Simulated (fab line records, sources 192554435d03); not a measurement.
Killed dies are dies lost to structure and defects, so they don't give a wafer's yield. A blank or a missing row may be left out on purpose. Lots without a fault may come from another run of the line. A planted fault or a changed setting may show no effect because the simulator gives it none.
Chamber matching | flow n5_finfet | N5_HKMG_FIN_ALD_71 on ald_metal-03: 4 sister chambers
The step deposits TiN, target thk 1 nm, pulse time 1 s, purge time 3 s. 8 wafers are shown with their chamber, then 10 later ones without.

WAFERS WITH THEIR CHAMBER
wafer  | chamber | heater_power_w (W) | precursor_pulse_height_rel
L083.1 | 0       | 1075               | 1.001
L087.5 | 2       | 725                | 1.015
L088.3 | 3       | 826                | 0.986
L089.1 | 2       | 708                | 1.003
L089.3 | 0       | 1083               | 1.001
L089.4 | 1       | 829                | 0.997
L090.4 | 1       | 849                | 1.021
L090.5 | 3       | 833                | 0.990

WAFERS WITHOUT THEIR CHAMBER
wafer  | heater_power_w (W) | precursor_pulse_height_rel
L090.6 | 1095               | 1.002
L091.1 | 814                | 0.986
L091.2 | 696                | 1.027
L091.4 | 834                | 0.983
L094.1 | 846                | 0.978
L094.2 | 851                | 1.020
L094.3 | 1068               | 1.024
L097.1 | 1085               | 1.022
L097.3 | 699                | 0.990
L097.5 | 841                | 1.011

WHICH CHAMBER EACH WENT THROUGH
wafer  | from the rows above     | in truth
L090.6 | 0                       | 0
L091.1 | can't be placed: 3 or 1 | 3
L091.2 | 2                       | 2
L091.4 | 3                       | 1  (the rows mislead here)
L094.1 | can't be placed: 3 or 1 | 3
L094.2 | 1                       | 1
L094.3 | 0                       | 0
L097.1 | 0                       | 0
L097.3 | 2                       | 2
L097.5 | 1                       | 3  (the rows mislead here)
Placed correctly: 6 of 10. Can't be placed from these rows: 2 (the true chamber is among the candidates in 2). Placed wrongly: 2.
How it was worked out, from the rows above alone: a wafer's distance from a chamber is the root of the sum, over the readings, of the square of ((its reading less the chamber's mean) divided by the reading's scatter). The wafer belongs to the nearest chamber; if the next one is less than 2 further off, it can't be placed. A chamber's mean is the mean of its shown wafers. The scatter: the root of (the sum of the squares of (reading less its chamber's mean) over the shown wafers, divided by (wafers less chambers)).
